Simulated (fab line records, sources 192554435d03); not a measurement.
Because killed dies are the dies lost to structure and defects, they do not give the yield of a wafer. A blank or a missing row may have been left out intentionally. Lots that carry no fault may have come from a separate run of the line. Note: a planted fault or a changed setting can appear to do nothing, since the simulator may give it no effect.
8D (eight disciplines) problem report, filled in by code / flow n5-finfet / the parts of the form that need people (team, actions taken, sign-off) are left out

## 1. PROBLEM STATEMENT
rf-fwd-power-W at N5_BEOL_M5_ETCH_72 reads a mean of 617.2 W on 6 wafers of 2 lots; wafers without a fault read 819.5 W with a standard deviation of 2.4. That is -84 standard deviations from the usual mean.
The step: etches underlayer in N2/H2, target depth 6.5 nm, time 5.2 s.
Earliest sighting: wafer L957.1 on rie-diel-03 at day 11 09:57. At this step, 33 wafers from 11 lots have a number in the record. Rule for "out", or "out of limits": more than 4 standard deviations from the usual mean. The rest of the wafers with a number are treated as sound.

## 2. WHAT THIS IS AND IS NOT
question=which readings at this step | is=rf-fwd-power-W, etch-rf-on-time-s, rf-vpp-V | is not=drypump-motor-current-A, oes-product-au, showerhead-plenum-p-Torr
question=which lots | is=L957, L958 | is not=L946, L951, L952, L953, L955, L964, L965, L966, L967
question=which wafers of those lots | is=all that have a number | is not=-
question=read on which tools | is=rie-diel-03 | is not=rie-diel-04, rie-diel-05
question=when | is=from day 11 09:57 | is not=up to then (15 sound wafers); but 12 sound wafers of L964, L965, L966, L967 came after

## 3. SUSPECTS, AND WHAT RULES EACH OUT
Counting: any tool at a process step up to the reading is kept as a suspect provided that every lot that is out went through it and no sound lot did after the first of them.
- pvd-sputter-03 at N5_BEOL_M4_SPUTTER_94 (material Cu, target thk 4.5 nm, time 8.29 s): ruled out as a lasting fault. After its first lot that is out, L957 (day 11 05:40), sound lots L965, L967 ran on it.
- rie-diel-03 at N5_BEOL_M5_ETCH_72 (etches underlayer in N2/H2, target depth 6.5 nm, time 5.2 s): kept. All lots that are out passed through it, beginning with L957 at day 11 09:57, and no sound lot followed; its final sound lot before that point was L955 at day 10 23:57. Its own readings are out on those wafers: etch-rf-on-time-s, rf-fwd-power-W, rf-vpp-V.
The count leaves rie-diel-03 at N5_BEOL_M5_ETCH_72.

## 4. THE CAUSE (what the simulator had put in)
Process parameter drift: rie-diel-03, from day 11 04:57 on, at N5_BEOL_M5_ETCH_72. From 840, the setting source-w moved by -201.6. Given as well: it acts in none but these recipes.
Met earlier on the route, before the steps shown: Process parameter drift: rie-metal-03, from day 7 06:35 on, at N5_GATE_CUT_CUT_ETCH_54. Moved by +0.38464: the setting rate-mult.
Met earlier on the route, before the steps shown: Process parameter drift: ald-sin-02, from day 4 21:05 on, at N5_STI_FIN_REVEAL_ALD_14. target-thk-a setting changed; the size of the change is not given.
Only this tool survived the counting.

## 5. SEQUENCE OF EFFECTS, ordered by route
Rows list readings where the struck wafers' mean (over those with a number) sits beyond 3 standard deviations from the usual. Only readings whose record carries a usual standard deviation are examined. hours: median over the lots of the time between each lot's start at the first step of this table that gives one and its start at this step. sigmas: the change, counted in usual standard deviations.
hours=0; step=N5_BEOL_M5_ETCH_72; reading=etch-rf-on-time-s; usual=5.20 s; on struck wafers=6.44; change=+1.24; sigmas=+7.7
hours=0; step=N5_BEOL_M5_ETCH_72; reading=rf-fwd-power-W; usual=819.5 W; on struck wafers=617.2; change=-202.3; sigmas=-84
hours=0; step=N5_BEOL_M5_ETCH_72; reading=rf-vpp-V; usual=523.9 V; on struck wafers=574.5; change=+50.6; sigmas=+21
The process steps in it:
- N5_BEOL_M5_ETCH_72: etches underlayer in N2/H2, target depth 6.5 nm, time 5.2 s.

## 6. WHAT WOULD HAVE CAUGHT IT SOONER
In this record no reading fell out of limits until day 11 09:57, 5 hours after the fault had begun at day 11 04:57.
